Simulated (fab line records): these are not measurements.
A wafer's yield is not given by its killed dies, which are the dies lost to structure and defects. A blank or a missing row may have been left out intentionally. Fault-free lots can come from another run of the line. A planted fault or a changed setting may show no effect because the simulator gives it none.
Matching of chambers	flow n5_finfet	rie_diel-03 running N5_BEOL_M7_VIA_ETCH_34: 4 sister chambers
The step etches SiCOH lowk in C4F6/O2, target depth 125.5 nm, time 50.5 s. 24 wafers are shown with their chamber, then 12 later ones without.

WAFERS WITH THEIR CHAMBER
wafer	chamber	throttle_valve_pct (%)	rf_vpp_V (V)	showerhead_plenum_p_Torr (Torr)
L074.1	0	21.08	667	2.71
L074.2	1	20.90	664	2.81
L074.3	2	20.67	661	2.82
L075.1	1	20.89	663	2.81
L075.3	2	20.67	662	2.82
L075.5	2	20.66	660	2.82
L076.1	0	21.11	666	2.71
L076.4	3	21.09	663	2.72
L076.5	1	20.91	661	2.81
L077.1	2	20.68	661	2.82
L077.3	0	21.12	668	2.71
L077.5	2	20.68	661	2.82
L079.1	3	21.13	663	2.72
L079.3	1	20.92	662	2.81
L079.5	2	20.69	661	2.82
L082.2	2	20.68	661	2.81
L082.3	3	21.12	664	2.72
L082.5	3	21.11	664	2.72
L086.1	0	20.75	681	3.04
L086.3	1	20.94	663	2.80
L086.4	2	20.70	660	2.81
L084.1	2	20.68	660	2.81
L084.5	3	21.13	662	2.72
L084.6	2	20.69	660	2.81

SIGNATURES (means of the wafers above)
reading	chamber 0	chamber 1	chamber 2	chamber 3	scatter within a chamber
throttle_valve_pct	21.0150	20.9120	20.6800	21.1160	0.0701
rf_vpp_V	670.50	662.60	660.70	663.20	2.84
showerhead_plenum_p_Torr	2.7925	2.8080	2.8160	2.7200	0.064
Rule: distance of a wafer from a chamber = root of the sum over the readings of ((wafer's reading minus chamber's mean) / reading's scatter) squared. The wafer belongs to the nearest chamber; if the next one is less than 2 further off, it can't be placed. The scatter is the square root of a quotient: the sum, over the shown wafers, of each reading's squared deviation from its chamber's mean, divided by wafers minus chambers.

WAFERS MISSING THEIR CHAMBER
wafer	throttle_valve_pct (%)	rf_vpp_V (V)	showerhead_plenum_p_Torr (Torr)
L085.2	20.97	662	2.80
L085.3	20.74	678	3.04
L085.4	21.14	663	2.72
L091.1	21.16	662	2.71
L091.3	20.71	660	2.80
L091.6	20.72	659	2.80
L096.4	21.15	663	2.71
L096.5	21.14	662	2.71
L096.6	20.72	660	2.80
L095.1	20.96	662	2.79
L095.2	21.17	664	2.71
L095.4	20.77	679	3.03

WHICH CHAMBER EACH ONE RAN IN
wafer	from the rows above	in truth
L085.2	can't be placed: 1 or 3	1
L085.3	can't be placed: 0 or 1 or 2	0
L085.4	3	3
L091.1	3	3
L091.3	2	2
L091.6	2	2
L096.4	3	3
L096.5	3	3
L096.6	2	2
L095.1	can't be placed: 1 or 3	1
L095.2	3	3
L095.4	can't be placed: 0 or 1 or 2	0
Correctly placed: 8 of 12. Can't be placed from these rows: 4 (the true chamber is among the candidates in 4). 0 placed wrongly.
